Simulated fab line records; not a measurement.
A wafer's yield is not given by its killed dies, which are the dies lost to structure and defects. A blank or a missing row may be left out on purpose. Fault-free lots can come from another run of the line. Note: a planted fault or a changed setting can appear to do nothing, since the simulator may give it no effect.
Comparing a struck lot with a sound one / flow n5Finfet / 19 out of 1938 route steps
Sound: the wafers L824.3, L824.4, L824.6. The struck wafers were L831.2, L831.5, L831.6. The cause is named last.
Per side, at each step with rows, come the tool, then ch with its chambers, and then its first start. Under that, the readings that differ: sound wafers / struck wafers / difference of the means / sigmas: that difference in standard deviations of wafers without a fault.
alike: readings with means less than 2 such deviations apart, plus words and numbers identical on both sides. not compared: withheld readings, readings lacking a value on some wafer, bounds such as >300 that could conceal the same value, and numbers that have no deviation in the record and whose values overlap.
The two part at a step that has a row with sigmas, a row that says differs or no value, or rows on one side only. Numbers that don't overlap but have no deviation are shown without sigmas and don't part them. A reading that every wafer of one side lacks parts them only if that side has two wafers or more.

N5_BEOL_M12_CMP_49: polishes, stops on SiOC, t overpolish 20.6 s, target thk 320 nm.
  sound on cmp-04 ch 2,3, day 11 15:20; struck on cmp-03 ch 0,3, day 13 23:31
  alike: barrierFieldEndpointS, motorCurrentA, overpolishRunS
N5_BEOL_M12_THK_MEAS_50: measures by xrf.
  struck on filmMetro-01, day 13 23:47; sound on filmMetro-01, day 11 15:38
  alike: M12_THK
then, 1 step without rows for these wafers: N5_BEOL_M12_PRE_CLEAN_52 (time 15 s).
N5_BEOL_M12_DEP_53: deposits SiCN from 3MS/NH3, target thk 30 nm, time 10.5 s.
  sound on pecvd-01 ch 0,2, day 11 15:44; struck on pecvd-01 ch 0,1,2, day 13 23:50
  alike: showerheadPlenumPTorr, throttleValvePct
N5_BEOL_M12_RS_MEAS_54: uses a four-point probe to measure.
  struck on filmMetro-01, day 13 23:54; sound on filmMetro-02, day 11 15:49
  alike: M12_RS
N5_BEOL_M12_INSPECT_55: inspects for defects (darkfield).
  struck on defectInspect-02, day 13 23:56; sound on defectInspect-02, day 11 15:50
  alike: rawDefectCount
N5_BEOL_M13_ILD_DEP_00: deposits SiOC from DEMS/O2, target thk 837.92 nm, time 166.4 s.
  sound on pecvd-03 ch 0,1,2, day 11 15:52; struck on pecvd-03 ch 0,2, day 13 23:58
  alike: heaterPowerW, showerheadPlenumPTorr, throttleValvePct
N5_BEOL_M13_THK_MEAS_01:
  struck on filmMetro-02, day 14 00:07; sound on filmMetro-02, day 11 16:01
  alike: M13_ILD_THK
then, 4 steps without rows for these wafers: N5_BEOL_M13_COAT_58 (time 60 s, resist thk 89 nm); N5_BEOL_M13_COAT_04 (resist thk 400 nm); N5_BEOL_M13_EBR_06; N5_BEOL_M13_SOFTBAKE_05 (time 60 s).
N5_BEOL_M13_EXPOSE_07: exposes mask V12.
  sound on krfScanner-02 ch 0, day 11 16:10; struck on krfScanner-02 ch 0, day 14 00:23
reading=exposureDoseMJCm2; sound=24.82 24.79 24.81; struck=25.69 25.69 25.69; difference=+0.88; sigmas=+7
  alike: mask
then, 3 steps without rows for these wafers: N5_BEOL_M13_PEB_08 (peb time 90 s); N5_BEOL_M13_DEVELOP_09 (develop time 45 s); N5_BEOL_M13_HARDBAKE_14 (time 120 s).
N5_BEOL_M13_CD_MEAS_10 targets a cd of 190 nm.
  sound on cdSem-01 ch 0, day 11 16:19; struck on cdSem-03 ch 0, day 14 00:32
  alike: cdNm
N5_BEOL_M13_OVL_MEAS_11:
  sound on overlay-01 ch 0, day 11 16:21; struck on overlay-01 ch 0, day 14 00:34
  alike: V12_OVL
N5_PASSIVATION_PROBE_49:
  the record has rows for the struck wafers here (prober-01, day 15 06:55) and none for the sound ones

WHERE THEY PART
At N5_BEOL_M13_EXPOSE_07 first; at N5_PASSIVATION_PROBE_49 last (within this record only).

WHY: what the simulator had put in
Process parameters drifting: krfScanner-02 at N5_BEOL_M13_EXPOSE_07, beginning at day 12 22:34. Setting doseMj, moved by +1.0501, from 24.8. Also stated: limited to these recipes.
